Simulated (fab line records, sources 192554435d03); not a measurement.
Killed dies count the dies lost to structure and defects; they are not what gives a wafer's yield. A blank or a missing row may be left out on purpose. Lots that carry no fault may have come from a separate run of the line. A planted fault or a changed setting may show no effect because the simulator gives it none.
Lot-split experiment | flow n5Finfet | 7 lots, 21 wafers read, on a route of 1938 steps

== ON THE SPLIT ==
At N5_PASSIVATION_ETCH_54 (etches SiO2 in CHF3/O2, target depth 880 nm, time 440 s), the setting timeS was moved away from the recipe's 440 s on 5 of the 21 wafers read, by -20.9% to +12.5%. This setting was run at the recipe's value on the other wafers.

The reading comes from the split's own step.

== THE READING ==
etch.depthNm (the simulator's own value, which no gauge read), in nm, at N5_PASSIVATION_ETCH_54 (etches SiO2 in CHF3/O2, target depth 880 nm, time 440 s). No usual value for it is given in the file. Across the 16 wafers here that went through the recipe, the average is 877.0 nm and the standard deviation 9.5 nm.

wafer  | tool, chamber at the split | timeS as run, s | against the recipe | etch.depthNm, nm | against lot-mates on the recipe
L075.2 | rieDiel-04, 2              | 440             | recipe             | 884.1            | -
L075.3 | rieDiel-04, 3              | 495.1           | +12.5%             | 1010             | +123.5
L075.5 | rieDiel-04, 2              | 440             | recipe             | 888.8            | -
L077.1 | rieDiel-06, 1              | 440             | recipe             | 884.2            | -
L077.2 | rieDiel-06, 2              | 348.2           | -20.9%             | 694.4            | -195.7
L077.3 | rieDiel-06, 3              | 440             | recipe             | 896              | -
L081.3 | rieDiel-05, 2              | 440             | recipe             | 880              | -
L081.5 | rieDiel-05, 0              | 440             | recipe             | 882.5            | -
L081.6 | rieDiel-05, 1              | 440             | recipe             | 868              | -
L085.1 | rieDiel-06, 2              | 440             | recipe             | 871.3            | -
L085.3 | rieDiel-06, 1              | 475.4           | +8.0%              | 935.2            | +63.9
L085.4 | rieDiel-06, 0              | 475.4           | +8.0%              | 931.7            | +60.4
L090.2 | rieDiel-04, 1              | 440             | recipe             | 873.9            | -
L090.4 | rieDiel-04, 2              | 440             | recipe             | 886.6            | -
L090.6 | rieDiel-04, 1              | 440             | recipe             | 877.8            | -
L092.1 | rieDiel-06, 0              | 440             | recipe             | 864.8            | -
L092.4 | rieDiel-06, 2              | 440             | recipe             | 874              | -
L092.6 | rieDiel-06, 0              | 440             | recipe             | 874.8            | -
L097.1 | rieDiel-06, 2              | 440             | recipe             | 864.2            | -
L097.2 | rieDiel-06, 0              | 440             | recipe             | 861              | -
L097.3 | rieDiel-06, 3              | 366.8           | -16.6%             | 742.9            | -119.7

THE FIT
A straight line over all 21 wafers: etch.depthNm changes by +8.63 nm for each +1% of timeS; r = +0.98; the points scatter about the line by 11 nm.
The same after taking each lot's own level away (the mean of its wafers on the recipe; 21 wafers): +8.64 nm for each +1%; r = +0.99; scatter 8.9 nm.
According to that fit, moving timeS by its largest amount changes the reading by 1.8e+02 nm.
The span of the lots' own levels, 862.60 to 890.10 nm, comes to 2.9 times the standard deviation stated above.
The two slopes are in agreement: the lot-to-lot level therefore moves the slope only a little.
Check: for one of the wafers moved furthest among these (-20.9%), held out of the fit, the line's prediction against its lot-mates is -166 nm. Against them it came out at -196 nm.

== OTHER SPLITS APPLIED TO THESE WAFERS ==
Note: prior to the reading, these wafers also went through further splits. Each is held against what the fit with the lots' levels taken away leaves over:
other split on the same wafers         | wafers away from the commonest value | r with etch.depthNm (lot level and that fit taken away)
N5_BEOL_M15_TRENCH_ETCH_34 biasW       | 9                                    | -0.12
N5_BEOL_M15_SPUTTER_44 powerW          | 7                                    | -0.02
N5_PASSIVATION_PECVD_00 timeS          | 10                                   | +0.23
N5_PASSIVATION_DEVELOP_29 developTimeS | 7                                    | -0.19
N5_PASSIVATION_PECVD_53 tempC          | 6                                    | -0.33

== THE WHOLE CHAIN: every reading that the file lists as answering this split, in the file's order ==
step                   | what it does                                            | reading                                                                     | change (the file's fit)             | r (the file's)
N5_PASSIVATION_ETCH_54 | etches SiO2 in CHF3/O2, target depth 880 nm, time 440 s | PASSIVATION.featureDepthNm (the simulator's own value, which no gauge read) | +8.7 nm for each +1% of the setting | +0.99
N5_PASSIVATION_ETCH_54 | etches SiO2 in CHF3/O2, target depth 880 nm, time 440 s | etch.depthNm (the simulator's own value, which no gauge read)               | +8.7 nm for each +1% of the setting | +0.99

== THE FILE'S OWN FIT ==
etch.depthNm changes by +8.7 nm for each +1% of timeS, r = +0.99.
